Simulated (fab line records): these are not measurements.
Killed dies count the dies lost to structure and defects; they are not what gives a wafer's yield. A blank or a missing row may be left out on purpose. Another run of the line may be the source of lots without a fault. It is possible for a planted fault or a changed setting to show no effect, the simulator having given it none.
fab line records	flow nand-harc
record lots=24	wafers=72	last-day=33
route steps=1302 shown A_SGD_CUT@902 A_SLIT@935
lots that met no fault: from a run of the same line without faults
start-h: hours from the record's first day to the start of the lot's first wafer shown	wait-h: how many hours have passed since the lot's step before this one	" repeats the value in the row above	L1.1+2: one row covering several wafers at once	- no value present, or no start provided	* or withheld: withheld	< > ~ a bound
route shown NAME@n: a module of which the file shows steps, and the number in the route of the first	usual: mean/standard deviation taken from wafers without a fault	same: alike in all rows	chamber/n: place in a boat	sites: the reading at each site	_std_site: standard deviation across them	_edge_site: mean of outer sites minus mean of inner sites	radius-mm: for every site, how far away it sits from the centre of the wafer	mask NAME#n: copy n	behind: the last tool/chamber to shape the wafer	hold: why the lot went on hold/how many hours it stayed there/how the hold came to an end	device: the transistor (n, p or np) that didn't switch	end of line: tests run on the same wafers once the route is complete	where a step has no rows: the recipe by itself	killed: the dies lost at the first sort to structure and to defects; this is not the yield of the wafer	map: per-die view of a wafer (x killed, . not killed, _ where there is no die)
set.NAME: the setting the step ran with; set.NAME@STEP: the setting that earlier step ran with	model.NAME: the simulator's own value behind a step, which no gauge read
the route's steps for a sample of lots (tables are steps, rows are wafers)
services: when a tool's chamber went out of use (start-h, in hours from the record's first day, below 0 if earlier), for how many hours, and the reason
## steps
# step NHARC_A_SGD_CUT_OVL_MEAS_10
# usual overlay-x-nm=0.1/0.78	overlay-y-nm=0.0/0.71
lot.wafer	tool	chamber	start-h	wait-h	overlay-x-nm	overlay-y-nm
L075.2	overlay-02	-	445.54	-	1.6	0.4
L075.3	"	-	"	"	1.3	0.4
L075.6	"	-	"	"	1.5	1.4
L074.3	overlay-02	-	451.17	-	1.1	-0.8
L074.5	"	-	"	"	1.8	-0.9
L074.6	"	-	"	"	1.7	-1.1
L077.1	overlay-02	-	456.79	-	0.4	0.7
L077.3	"	-	"	"	0.8	0.7
L077.6	"	-	"	"	1.1	0.1
L076.1	overlay-02	-	456.96	-	0.3	-0.3
L076.4	"	-	"	"	0.9	-0.3
L076.6	"	-	"	"	0.2	-0.4
L078.3	overlay-01	-	477.82	-	-0.6	0.9
L078.4	"	-	"	"	0.3	1.2
L078.5	"	-	"	"	0.2	1.2
L080.1	overlay-02	-	503.30	-	0.4	-0.9
L080.2	"	-	"	"	0.7	-0.8
L080.3	"	-	"	"	0.7	-0.6
L079.3	overlay-02	-	505.27	-	0.8	-0.6
L079.4	"	-	"	"	1.1	-0.2
L079.6	"	-	"	"	0.8	-1.0
L081.2	overlay-02	-	511.62	-	-0.4	0.9
L081.3	"	-	"	"	-0.7	0.7
L081.6	"	-	"	"	-0.8	1.0
L083.1	overlay-01	-	533.75	-	-0.6	0.5
L083.2	"	-	"	"	-0.8	0.8
L083.3	"	-	"	"	-1.1	0.7
L082.2	overlay-01	-	534.25	-	0.0	-0.7
L082.3	"	-	"	"	-0.1	-0.7
L082.4	"	-	"	"	0.0	-0.9
L085.1	overlay-01	-	547.96	-	-0.2	1.2
L085.3	"	-	"	"	-0.5	1.5
L085.4	"	-	"	"	-0.4	0.7
L084.1	overlay-01	-	548.19	-	0.2	-0.6
L084.2	"	-	"	"	0.6	0.0
L084.5	"	-	"	"	0.4	-0.4
L086.2	overlay-02	-	552.08	-	0.2	-0.3
L086.3	"	-	"	"	0.2	-0.2
L086.5	"	-	"	"	0.0	-0.2
L087.2	overlay-01	-	552.32	-	0.4	0.3
L087.4	"	-	"	"	0.1	0.0
L087.5	"	-	"	"	0.5	0.0
L088.1	overlay-02	-	581.00	-	-0.1	-1.4
L088.2	"	-	"	"	-0.9	-0.8
L088.6	"	-	"	"	-0.4	-0.7
L089.2	overlay-01	-	581.22	-	-0.7	-1.1
L089.5	"	-	"	"	-1.0	-0.8
L089.6	"	-	"	"	-1.0	-1.2
L090.2	overlay-01	-	612.85	-	-1.6	0.2
L090.5	"	-	"	"	-1.8	-0.5
L090.6	"	-	"	"	-1.1	-0.2
L091.1	overlay-02	-	613.15	-	-0.9	0.4
L091.5	"	-	"	"	-0.3	0.2
L091.6	"	-	"	"	-0.7	0.1
L094.2	overlay-02	-	632.34	-	0.2	0.3
L094.3	"	-	"	"	-0.4	0.5
L094.6	"	-	"	"	0.0	0.6
L092.2	overlay-01	-	632.56	-	0.8	0.4
L092.3	"	-	"	"	0.4	0.3
L092.4	"	-	"	"	0.8	0.2
L093.1	overlay-02	-	632.58	-	0.1	0.4
L093.4	"	-	"	"	0.5	0.2
L093.6	"	-	"	"	0.5	0.5
L096.1	overlay-01	-	656.71	-	0.3	-0.3
L096.2	"	-	"	"	0.2	-0.6
L096.6	"	-	"	"	0.2	-0.7
L095.1	overlay-02	-	656.74	-	0.1	0.3
L095.2	"	-	"	"	0.4	-0.6
L095.4	"	-	"	"	0.1	-0.1
L097.1	overlay-02	-	664.50	-	-0.7	0.4
L097.2	"	-	"	"	-0.3	0.7
L097.5	"	-	"	"	-0.9	0.1
# step NHARC_A_SGD_CUT_ETCH_59
# recipe target-depth-a=2600	over-etch-frac=0.25	time-s=406.25	ion-energy-ev=200	n2-flow-sccm=150	h2-flow-sccm=150	ar-flow-sccm=0	rf-w=400	bias-w=150	chemistry=N2/H2
# usual drypump-motor-current-A=5.6/0.41	oes-product-au=0.996/0.011	rf-vpp-V=430.0/2.6	showerhead-plenum-p-Torr=2.02/0.089	throttle-valve-pct=14.171/0.0097
lot.wafer	tool	chamber	start-h	wait-h	drypump-motor-current-A	oes-product-au	rf-hours-counter-h	rf-vpp-V	showerhead-plenum-p-Torr	throttle-valve-pct
L075.2	rie-diel-07	1	-	-	6.1	0.993	14	433.8	2.16	14.180
L075.3	"	2	"	"	6.3	0.993	14	431.4	2.04	14.170
L075.6	"	3	"	"	6.1	1.014	-	428.6	1.95	14.177
L074.3	rie-diel-01	2	-	-	6.2	0.982	4	431.7	2.10	14.193
L074.6	"	3	"	"	5.3	0.980	-	426.5	1.89	14.159
L074.5	"	0	"	"	5.0	0.998	-	431.1	2.10	14.185
L077.1	rie-diel-07	3	-	-	6.1	1.009	14	427.4	1.95	14.163
L077.3	"	0	"	"	5.6	0.996	13	427.4	1.93	14.164
L077.6	"	0	"	"	5.6	1.000	-	428.6	1.93	14.171
L076.1	rie-diel-01	2	-	-	6.2	0.991	4	431.2	2.10	14.180
L076.4	"	3	"	"	5.3	0.988	4	425.2	1.89	14.174
L076.6	"	1	"	"	5.6	0.978	-	431.6	2.04	14.165
L078.4	rie-diel-01	0	-	-	5.0	1.004	4	431.2	2.10	14.175
L078.3	"	2	"	"	6.2	0.986	5	431.7	2.10	14.173
L078.5	"	1	"	"	5.6	0.979	-	430.1	2.04	14.149
L080.1	rie-diel-05	0	-	-	5.9	0.995	5	431.0	2.02	14.187
L080.3	"	1	"	"	5.3	0.984	5	426.6	1.90	14.176
L080.2	"	2	"	"	5.0	0.984	6	429.2	2.00	14.150
L079.3	rie-diel-05	3	-	-	5.5	1.015	4	433.3	2.13	14.169
L079.4	"	1	"	"	5.3	0.980	-	428.2	1.90	14.188
L079.6	"	0	"	"	5.9	0.986	-	430.0	2.02	14.174
L081.3	rie-diel-07	1	-	-	6.0	1.007	1	435.5	2.16	14.178
L081.2	"	3	"	"	6.1	1.020	2	428.7	1.95	14.180
L081.6	"	0	"	"	5.5	1.000	-	426.3	1.93	14.193
L083.1	rie-diel-07	3	-	-	6.1	1.012	4	428.4	1.95	14.162
L083.2	"	0	"	"	5.6	0.993	3	427.6	1.93	14.179
L083.3	"	1	"	"	6.0	0.993	3	434.8	2.16	14.186
L082.2	rie-diel-05	1	-	-	5.3	0.997	8	425.9	1.90	14.175
L082.3	"	3	"	"	5.4	0.997	7	433.7	2.13	14.159
L082.4	"	0	"	"	5.9	0.999	-	429.6	2.02	14.172
L085.4	rie-diel-01	2	-	-	6.2	1.001	9	433.1	2.10	14.161
L085.1	"	3	"	"	5.3	0.997	8	426.1	1.89	14.174
L085.3	"	1	"	"	5.6	0.981	7	432.2	2.04	14.181
L084.1	rie-diel-07	3	-	-	6.1	1.017	5	428.1	1.95	14.185
L084.2	"	0	"	"	5.6	1.005	4	427.4	1.93	14.158
L084.5	"	1	"	"	6.1	1.008	-	434.8	2.16	14.163
L086.2	rie-diel-05	0	-	-	5.9	0.995	9	429.2	2.02	14.177
L086.3	"	1	"	"	5.3	0.994	9	426.5	1.90	14.168
L086.5	"	0	"	"	5.9	1.013	-	430.5	2.02	14.191
L087.2	rie-diel-07	1	-	-	6.1	1.007	5	433.6	2.16	14.177
L087.4	"	3	"	"	6.1	1.019	6	428.2	1.95	14.188
L087.5	"	0	"	"	5.6	1.007	-	428.4	1.93	14.157
L088.1	rie-diel-05	3	-	-	5.5	1.011	9	433.5	2.13	14.171
L088.2	"	0	"	"	5.9	0.999	11	430.3	2.02	14.173
L088.6	"	3	"	"	5.5	1.003	-	433.9	2.13	14.179
L089.2	rie-diel-01	0	-	-	5.0	0.980	1	433.5	2.10	14.184
L089.5	"	0	"	"	5.0	0.977	-	433.4	2.10	14.168
L089.6	"	1	"	"	5.6	0.990	-	430.3	2.04	14.159
L090.2	rie-diel-07	2	-	-	6.3	1.001	9	429.2	2.04	14.171
L090.5	"	0	"	"	5.6	1.002	-	428.7	1.93	14.165
L090.6	"	1	"	"	6.1	1.007	-	434.6	2.16	14.151
L091.1	rie-diel-01	0	-	-	5.0	0.997	3	433.0	2.10	14.176
L091.6	"	0	"	"	5.0	0.994	-	432.5	2.10	14.163
L091.5	"	1	"	"	5.6	1.019	-	431.2	2.04	14.165
L094.2	rie-diel-01	0	-	-	5.0	0.995	4	432.3	2.10	14.175
L094.3	"	2	"	"	6.2	1.000	3	432.1	2.10	14.159
L094.6	"	3	"	"	5.3	1.007	-	426.2	1.89	14.187
L092.2	rie-diel-05	0	-	-	5.9	0.995	3	429.6	2.02	14.157
L092.3	"	3	"	"	5.4	0.990	3	433.6	2.13	14.176
L092.4	"	1	"	"	5.3	0.991	-	426.9	1.90	14.186
L093.4	rie-diel-05	3	-	-	5.4	0.973	3	432.2	2.13	14.179
L093.1	"	0	"	"	5.9	0.983	3	428.7	2.02	14.153
L093.6	"	3	"	"	5.4	0.979	-	431.9	2.13	14.165
L096.1	rie-diel-05	0	-	-	5.9	1.001	5	430.7	2.02	14.163
L096.2	"	2	"	"	5.0	0.978	3	430.5	2.00	14.175
L096.6	"	1	"	"	5.3	0.992	-	426.3	1.90	14.158
L095.2	rie-diel-05	0	-	-	5.9	1.002	5	430.7	2.01	14.180
L095.4	"	1	"	"	5.2	0.980	5	426.7	1.90	14.159
L095.1	"	2	"	"	5.0	0.974	3	429.3	2.00	14.171
L097.2	rie-diel-07	3	-	-	6.1	1.014	0	428.1	1.95	14.173
L097.1	"	0	"	"	5.5	1.000	0	426.5	1.92	14.166
L097.5	"	3	"	"	6.1	1.020	-	427.5	1.95	14.169
# step NHARC_A_SGD_CUT_CMP_21
# recipe target-thk-nm=148.19
# usual motor-current-A=11.4/1.3	retaining-ring-pressure-frac=1.000/0.0047	time-to-endpoint-s=51/3.1
lot.wafer	tool	chamber	start-h	wait-h	motor-current-A	retaining-ring-pressure-frac	time-to-endpoint-s
L075.3	cmp-04	0	451.75	0.4	11.8	1.003	50
L075.2	"	2	"	"	14.4	0.996	48
L075.6	"	1	"	"	11.2	1.000	49
L074.3	cmp-01	2	457.08	0.4	10.7	0.996	57
L074.5	"	2	"	"	10.7	1.005	56
L074.6	"	3	"	"	11.2	0.991	54
L076.1	cmp-01	1	462.81	0.4	9.8	1.002	47
L076.4	"	2	"	"	10.8	0.995	53
L076.6	"	0	"	"	9.6	1.006	46
L077.1	cmp-03	0	462.81	0.4	13.0	0.998	56
L077.3	"	1	"	"	13.4	0.991	51
L077.6	"	3	"	"	11.5	0.995	51
L078.3	cmp-04	2	484.16	0.4	13.4	1.001	50
L078.4	"	3	"	"	10.7	1.001	51
L078.5	"	3	"	"	10.9	1.002	45
L079.4	cmp-03	3	509.36	0.4	11.8	0.999	53
L079.3	"	1	"	"	13.6	0.997	47
L079.6	"	2	"	"	11.3	1.004	48
L080.2	cmp-03	2	509.48	0.5	12.0	1.001	48
L080.1	"	3	"	"	11.6	1.002	54
L080.3	"	0	"	"	12.4	0.994	55
L081.3	cmp-01	2	522.71	0.4	11.2	0.988	50
L081.2	"	3	"	"	10.7	0.995	50
L081.6	"	2	"	"	10.9	0.999	54
L082.3	cmp-04	1	539.58	0.4	10.8	1.002	50
L082.2	"	3	"	"	10.9	1.002	49
L082.4	"	0	"	"	12.0	1.004	51
L083.3	cmp-01	2	539.58	0.4	10.9	0.995	56
L083.1	"	3	"	"	10.8	1.003	53
L083.2	"	1	"	"	9.8	1.007	47
L085.1	cmp-04	2	553.84	0.4	14.2	0.998	48
L085.4	"	0	"	"	11.8	0.998	51
L085.3	"	1	"	"	10.9	1.001	52
L084.2	cmp-01	3	553.84	0.4	10.9	1.002	47
L084.1	"	2	"	"	11.1	1.005	51
L084.5	"	3	"	"	9.9	1.001	45
L087.4	cmp-01	2	558.83	0.4	10.7	0.999	55
L087.2	"	1	"	"	10.3	1.006	47
L087.5	"	2	"	"	11.4	0.998	55
L086.2	cmp-03	2	558.83	0.4	11.3	0.996	51
L086.3	"	1	"	"	13.3	0.998	49
L086.5	"	2	"	"	11.9	0.989	49
L089.2	cmp-04	3	587.18	0.4	11.1	1.000	51
L089.5	"	3	"	"	10.8	1.000	48
L089.6	"	0	"	"	12.3	1.002	50
L088.2	cmp-03	1	587.20	0.4	14.0	0.999	51
L088.1	"	3	"	"	11.5	0.998	56
L088.6	"	1	"	"	12.6	1.007	48
L091.1	cmp-01	1	619.52	0.4	9.4	0.994	51
L091.6	"	1	"	"	9.9	1.004	47
L091.5	"	2	"	"	10.7	1.015	55
L090.2	cmp-03	2	619.54	0.4	11.7	0.998	48
L090.6	"	1	"	"	12.8	0.997	50
L090.5	"	2	"	"	11.4	1.006	51
L092.3	cmp-04	2	638.30	0.4	14.5	1.004	48
L092.2	"	0	"	"	11.9	0.999	50
L092.4	"	1	"	"	11.9	1.001	50
L093.4	cmp-03	0	638.32	0.4	11.7	1.002	54
L093.1	"	2	"	"	11.7	0.995	47
L093.6	"	0	"	"	12.2	0.996	54
L094.2	cmp-01	3	638.34	0.4	10.9	1.000	54
L094.3	"	0	"	"	9.4	1.001	53
L094.6	"	2	"	"	11.2	1.003	55
L095.1	cmp-03	1	662.81	0.4	12.7	0.993	47
L095.4	"	3	"	"	11.7	1.003	53
L095.2	"	0	"	"	12.5	1.008	51
L096.2	cmp-01	1	662.84	0.4	10.0	1.002	51
L096.1	"	3	"	"	10.4	1.003	55
L096.6	"	0	"	"	9.2	0.996	52
L097.1	cmp-03	2	670.13	0.4	11.9	0.998	49
L097.2	"	0	"	"	12.3	1.000	57
L097.5	"	2	"	"	11.8	1.000	50
# step NHARC_A_SLIT_INSPECT_11
# usual raw-defect-count=55/33
lot.wafer	tool	chamber	start-h	wait-h	raw-defect-count
L075.2	defect-inspect-02	-	461.34	0.0	115
L075.3	"	-	"	"	104
L075.6	"	-	"	"	126
L074.3	defect-inspect-01	-	464.98	0.0	21
L074.5	"	-	"	"	26
L074.6	"	-	"	"	34
L076.1	defect-inspect-01	-	470.51	0.0	60
L076.4	"	-	"	"	58
L076.6	"	-	"	"	66
L077.1	defect-inspect-02	-	473.45	0.0	25
L077.3	"	-	"	"	25
L077.6	"	-	"	"	30
L078.3	defect-inspect-01	-	492.44	0.0	116
L078.4	"	-	"	"	119
L078.5	"	-	"	"	109
L079.3	defect-inspect-01	-	515.04	0.0	126
L079.4	"	-	"	"	112
L079.6	"	-	"	"	119
L080.1	defect-inspect-02	-	515.66	0.0	28
L080.2	"	-	"	"	17
L080.3	"	-	"	"	22
L081.2	defect-inspect-01	-	528.27	0.0	63
L081.3	"	-	"	"	55
L081.6	"	-	"	"	69
L083.1	defect-inspect-01	-	545.28	0.0	58
L083.2	"	-	"	"	74
L083.3	"	-	"	"	83
L082.2	defect-inspect-01	-	545.45	0.0	61
L082.3	"	-	"	"	86
L082.4	"	-	"	"	72
L085.1	defect-inspect-01	-	559.56	0.0	43
L085.3	"	-	"	"	34
L085.4	"	-	"	"	36
L084.1	defect-inspect-02	-	559.71	0.0	51
L084.2	"	-	"	"	48
L084.5	"	-	"	"	56
L087.2	defect-inspect-01	-	571.22	0.0	21
L087.4	"	-	"	"	17
L087.5	"	-	"	"	20
L086.2	defect-inspect-02	-	574.51	0.0	37
L086.3	"	-	"	"	41
L086.5	"	-	"	"	43
L088.1	defect-inspect-01	-	594.69	0.0	23
L088.2	"	-	"	"	19
L088.6	"	-	"	"	29
L089.2	defect-inspect-02	-	595.46	0.0	52
L089.5	"	-	"	"	48
L089.6	"	-	"	"	47
L091.1	defect-inspect-01	-	625.36	0.0	32
L091.5	"	-	"	"	28
L091.6	"	-	"	"	34
L090.2	defect-inspect-01	-	625.91	0.0	89
L090.5	"	-	"	"	92
L090.6	"	-	"	"	94
L092.2	defect-inspect-01	-	644.19	0.0	20
L092.3	"	-	"	"	28
L092.4	"	-	"	"	19
L094.2	defect-inspect-02	-	646.23	0.0	63
L094.3	"	-	"	"	58
L094.6	"	-	"	"	75
L093.1	defect-inspect-02	-	647.08	0.0	28
L093.4	"	-	"	"	28
L093.6	"	-	"	"	26
L096.1	defect-inspect-01	-	672.55	0.0	78
L096.2	"	-	"	"	75
L096.6	"	-	"	"	73
L095.1	defect-inspect-01	-	673.98	0.0	9
L095.2	"	-	"	"	19
L095.4	"	-	"	"	11
L097.1	defect-inspect-02	-	681.53	0.0	46
L097.2	"	-	"	"	49
L097.5	"	-	"	"	72
# step NHARC_A_SLIT_ETCH_17
# recipe bias-v=900	source-w=withheld	pressure-mtorr=20	ar-flow-sccm=375	c4f8-flow-sccm=83.3	o2-flow-sccm=41.7	time-s=4254.5	target-depth-a=2.03e+05	chemistry=C4F8/O2/Ar
# usual drypump-motor-current-A=5.35/0.22	showerhead-plenum-p-Torr=3.71/0.13	throttle-valve-pct=32.045/0.0084
lot.wafer	tool	chamber	start-h	wait-h	drypump-motor-current-A	rf-hours-counter-h	showerhead-plenum-p-Torr	throttle-valve-pct
L075.2	har-etch-01	0	463.72	-	5.27	249	3.66	32.055
L075.3	"	0	464.92	-	5.23	-	3.66	32.046
L075.6	"	0	466.11	-	5.24	-	3.66	32.032
L074.3	har-etch-02	0	472.24	-	5.62	-	3.69	32.041
L074.6	"	1	"	"	5.23	-	3.91	32.046
L074.5	"	0	"	"	5.64	-	3.69	32.043
L076.1	har-etch-02	1	474.83	-	5.24	42	3.91	32.049
L076.4	"	1	476.03	-	5.23	-	3.91	32.030
L076.6	"	0	"	"	5.68	-	3.69	32.051
L077.1	har-etch-01	0	475.81	-	5.22	261	3.65	32.043
L077.3	"	1	"	"	5.10	-	3.60	32.038
L077.6	"	1	477.59	-	5.10	-	3.60	32.061
L078.3	har-etch-02	1	494.99	-	5.22	-	3.90	32.045
L078.4	"	0	"	"	5.65	-	3.68	32.034
L078.5	"	1	"	"	5.21	-	3.90	32.043
L079.3	har-etch-02	0	517.57	-	5.61	-	3.67	32.043
L079.4	"	1	"	"	5.24	-	3.90	32.050
L079.6	"	1	519.39	-	5.23	-	3.90	32.048
L080.1	har-etch-02	1	520.18	-	5.25	73	3.89	32.037
L080.2	"	0	"	"	5.66	73	3.67	32.052
L080.3	"	0	521.99	-	5.65	-	3.67	32.046
L081.2	har-etch-02	1	530.19	-	5.24	81	3.89	32.047
L081.3	"	0	"	"	5.62	-	3.67	32.055
L081.6	"	0	532.00	-	5.65	-	3.67	32.036
L083.1	har-etch-01	1	546.59	-	5.11	303	3.58	32.043
L083.2	"	0	"	"	5.25	303	3.63	32.038
L083.3	"	1	"	"	5.10	-	3.58	32.044
L082.2	har-etch-02	1	550.29	-	5.22	88	3.89	32.045
L082.3	"	1	551.51	-	5.20	-	3.89	32.039
L082.4	"	0	"	"	5.65	-	3.66	32.040
L085.1	har-etch-02	0	561.48	-	5.62	96	3.66	32.042
L085.3	"	1	"	"	5.23	-	3.88	32.041
L085.4	"	0	"	"	5.63	-	3.66	32.054
L084.2	har-etch-01	0	564.34	-	5.25	315	3.62	32.043
L084.1	"	1	"	"	5.10	315	3.57	32.045
L084.5	"	0	566.75	-	5.23	-	3.62	32.041
L087.2	har-etch-02	0	573.13	-	5.67	99	3.66	32.044
L087.4	"	1	"	"	5.22	-	3.88	32.043
L087.5	"	1	574.91	-	5.22	-	3.88	32.042
L086.2	har-etch-02	0	576.89	-	5.62	103	3.65	32.042
L086.3	"	0	578.10	-	5.63	-	3.65	32.046
L086.5	"	0	579.31	-	5.60	-	3.65	32.046
L088.1	har-etch-01	0	596.02	-	5.24	334	3.61	32.053
L088.2	"	1	"	"	5.10	334	3.56	32.048
L088.6	"	0	598.46	-	5.24	-	3.61	32.052
L089.2	har-etch-02	1	598.80	-	5.23	118	3.87	32.064
L089.6	"	0	600.60	-	5.64	-	3.65	32.055
L089.5	"	1	"	"	5.23	-	3.87	32.057
L091.1	har-etch-02	0	627.67	-	5.62	134	3.64	32.041
L091.6	"	1	629.52	-	5.22	-	3.86	32.032
L091.5	"	0	"	"	5.62	-	3.64	32.037
L090.2	har-etch-01	1	630.49	-	5.12	353	3.55	32.045
L090.6	"	0	632.28	-	5.24	-	3.60	32.061
L090.5	"	1	"	"	5.12	-	3.55	32.037
L092.2	har-etch-02	0	645.50	-	5.66	141	3.63	32.051
L092.3	"	0	646.71	-	5.67	-	3.63	32.051
L092.4	"	1	"	"	5.24	-	3.86	32.041
L094.2	har-etch-01	1	647.55	-	5.09	361	3.55	32.039
L094.3	"	0	649.35	-	5.22	-	3.60	32.049
L094.6	"	1	"	"	5.12	-	3.55	32.028
L093.1	har-etch-02	1	649.32	-	5.23	145	3.85	32.046
L093.4	"	0	651.12	-	5.65	-	3.63	32.042
L093.6	"	0	652.32	-	5.66	-	3.63	32.039
L096.1	har-etch-02	1	674.31	-	5.25	160	3.85	32.030
L096.2	"	0	"	"	5.67	160	3.62	32.061
L096.6	"	0	677.35	-	5.67	-	3.62	32.024
L095.2	har-etch-01	1	675.52	-	5.11	380	3.54	32.053
L095.1	"	0	"	"	5.23	380	3.59	32.045
L095.4	"	0	677.34	-	5.23	-	3.58	32.038
L097.1	har-etch-02	0	682.86	-	5.65	164	3.62	32.067
L097.2	"	1	"	"	5.24	164	3.84	32.058
L097.5	"	0	685.27	-	5.65	-	3.62	32.035
# step NHARC_A_SLIT_STRIP_18
# recipe o2-flow-sccm=500	ar-flow-sccm=0	bias-w=0	chemistry=O2
# usual drypump-motor-current-A=5.5/0.47	oes-product-au=1.000/0.01	rf-vpp-V=57.8/0.86	showerhead-plenum-p-Torr=3.50/0.15	throttle-valve-pct=17.036/0.0089
lot.wafer	tool	chamber	start-h	wait-h	drypump-motor-current-A	oes-product-au	rf-hours-counter-h	rf-vpp-V	showerhead-plenum-p-Torr	throttle-valve-pct
L075.3	rie-diel-12	1	-	-	6.2	0.991	1.7	58.5	3.39	17.040
L075.2	"	3	"	"	6.1	0.988	1.5	57.9	3.46	17.045
L075.6	"	1	"	"	6.2	1.002	-	58.0	3.39	17.034
L074.3	rie-diel-11	3	-	-	5.8	1.002	1.8	58.1	3.42	17.056
L074.6	"	3	"	"	5.8	1.002	-	58.5	3.42	17.035
L074.5	"	0	"	"	4.7	1.005	-	58.5	3.63	17.020
L076.4	rie-diel-11	1	-	-	5.3	0.992	2.4	56.8	3.37	17.024
L076.1	"	2	"	"	6.1	1.006	1.4	57.7	3.61	17.028
L076.6	"	1	"	"	5.3	0.996	-	57.9	3.37	17.020
L077.1	rie-diel-11	2	-	-	6.1	0.998	1.4	58.2	3.61	17.031
L077.3	"	0	"	"	4.7	0.999	2.8	58.4	3.63	17.024
L077.6	"	3	"	"	5.8	1.001	-	56.4	3.42	17.030
L078.4	rie-diel-12	0	-	-	5.7	0.988	3.9	58.5	3.74	17.037
L078.3	"	1	"	"	6.2	1.010	4.7	57.0	3.39	17.046
L078.5	"	0	"	"	5.7	0.982	-	58.0	3.74	17.034
L079.4	rie-diel-12	0	-	-	5.7	0.986	5.5	58.9	3.74	17.024
L079.3	"	2	"	"	4.7	0.999	6.4	57.6	3.64	17.041
L079.6	"	1	"	"	6.2	1.005	-	56.0	3.39	17.039
L080.2	rie-diel-04	2	-	-	5.8	0.979	7.2	56.7	3.31	17.040
L080.1	"	3	"	"	5.2	0.992	7.6	58.9	3.78	17.035
L080.3	"	0	"	"	5.2	1.008	7.2	58.5	3.58	17.043
L081.3	rie-diel-12	1	-	-	6.2	1.013	7.3	58.7	3.39	17.031
L081.2	"	3	"	"	6.1	0.991	7.2	57.9	3.46	17.042
L081.6	"	1	"	"	6.2	1.016	-	57.1	3.39	17.039
L083.3	rie-diel-04	2	-	-	5.9	1.005	0.6	56.6	3.31	17.060
L083.1	"	3	"	"	5.2	0.992	1.0	59.5	3.78	17.031
L083.2	"	1	"	"	5.6	1.006	0.6	57.7	3.32	17.035
L082.4	rie-diel-04	1	-	-	5.6	0.998	0.8	57.2	3.32	17.051
L082.2	"	2	"	"	5.9	1.000	0.8	58.0	3.31	17.039
L082.3	"	3	"	"	5.2	0.988	1.2	58.5	3.78	17.056
L085.3	rie-diel-11	3	-	-	5.8	1.001	6.5	57.6	3.41	17.047
L085.1	"	0	"	"	4.7	0.992	6.7	59.0	3.62	17.053
L085.4	"	1	"	"	5.3	1.001	6.4	58.2	3.37	17.048
L084.2	rie-diel-11	0	-	-	4.7	1.010	6.9	58.3	3.62	17.013
L084.1	"	2	"	"	6.1	1.009	6.0	57.4	3.60	17.036
L084.5	"	0	"	"	4.7	1.007	-	58.1	3.62	17.040
L087.4	rie-diel-04	1	-	-	5.6	1.008	1.6	56.8	3.32	17.031
L087.2	"	2	"	"	5.8	1.018	1.5	58.5	3.31	17.029
L087.5	"	1	"	"	5.5	1.016	-	57.9	3.32	17.043
L086.2	rie-diel-12	3	-	-	6.1	0.987	9.8	57.8	3.46	17.056
L086.3	"	2	"	"	4.7	0.995	9.9	57.7	3.64	17.027
L086.5	"	2	"	"	4.7	0.980	-	58.3	3.64	17.030
L088.1	rie-diel-04	1	-	-	5.6	1.006	2.4	55.9	3.32	17.030
L088.2	"	2	"	"	5.9	1.006	2.7	57.4	3.31	17.041
L088.6	"	1	"	"	5.6	0.999	-	55.9	3.32	17.039
L089.2	rie-diel-11	3	-	-	5.8	1.002	9.5	57.9	3.41	17.039
L089.5	"	2	"	"	6.1	0.984	-	56.6	3.60	17.022
L089.6	"	3	"	"	5.8	1.004	-	58.9	3.41	17.032
L091.1	rie-diel-11	2	-	-	6.1	0.996	1.3	57.9	3.60	17.047
L091.6	"	2	"	"	6.2	0.998	-	57.4	3.60	17.039
L091.5	"	3	"	"	5.8	1.013	-	55.9	3.41	17.036
L090.2	rie-diel-04	1	-	-	5.6	0.988	3.5	57.1	3.32	17.037
L090.5	"	0	"	"	5.2	1.005	-	58.7	3.58	17.034
L090.6	"	1	"	"	5.6	0.992	-	58.9	3.32	17.036
L092.2	rie-diel-04	1	-	-	5.6	1.000	4.4	57.7	3.32	17.033
L092.4	"	3	"	"	5.2	0.995	6.1	59.5	3.77	17.054
L092.3	"	0	"	"	5.2	1.017	5.8	57.0	3.58	17.038
L094.2	rie-diel-11	1	-	-	5.3	1.003	2.9	57.6	3.37	17.034
L094.3	"	3	"	"	5.8	1.002	2.9	58.4	3.41	17.044
L094.6	"	1	"	"	5.3	0.997	-	58.6	3.37	17.039
L093.4	rie-diel-11	2	-	-	6.1	0.992	2.9	57.4	3.60	17.041
L093.1	"	3	"	"	5.8	0.989	3.0	57.7	3.41	17.031
L093.6	"	0	"	"	4.7	1.012	-	56.2	3.62	17.044
L096.1	rie-diel-11	0	-	-	4.7	1.004	4.1	58.2	3.62	17.031
L096.2	"	1	"	"	5.3	1.007	4.1	57.2	3.37	17.018
L096.6	"	3	"	"	5.8	1.002	-	58.8	3.41	17.028
L095.4	rie-diel-04	1	-	-	5.6	1.013	5.7	58.5	3.32	17.029
L095.1	"	3	"	"	5.2	1.005	7.9	59.1	3.77	17.040
L095.2	"	0	"	"	5.2	0.994	7.1	56.8	3.58	17.040
L097.1	rie-diel-11	0	-	-	4.8	1.001	4.5	55.8	3.62	17.037
L097.2	"	2	"	"	6.1	0.997	4.0	57.7	3.60	17.032
L097.5	"	0	"	"	4.7	1.006	-	59.1	3.62	17.041
## services
tool	chamber	start-h	hours	kind
rie-diel-11	-	432.57	9.0	pm
cmp-01	-	452.85	0.8	repair
rie-diel-05	2	454.87	4.3	repair
cmp-03	-	456.02	4.0	pm
rie-diel-05	3	456.61	14.6	repair
rie-diel-05	1	468.84	8.2	repair
cmp-01	-	482.12	4.0	pm
cmp-03	-	492.10	2.2	repair
rie-diel-05	2	504.97	49.2	repair
cmp-01	-	509.18	2.4	repair
cmp-01	-	528.83	1.5	repair
rie-diel-11	-	546.22	1.0	repair
cmp-03	-	552.18	1.8	repair
cmp-03	-	554.02	4.0	pm
cmp-01	-	570.84	0.3	repair
rie-diel-11	3	578.61	4.8	repair
cmp-01	-	580.14	4.0	pm
rie-diel-05	-	583.64	9.0	pm
rie-diel-11	1	594.35	4.4	repair
rie-diel-11	-	609.57	9.0	pm
rie-diel-05	2	618.01	15.0	repair
cmp-03	-	652.02	4.0	pm
cmp-01	-	678.14	4.0	pm
rie-diel-05	2	682.03	5.5	repair
## key
fault none
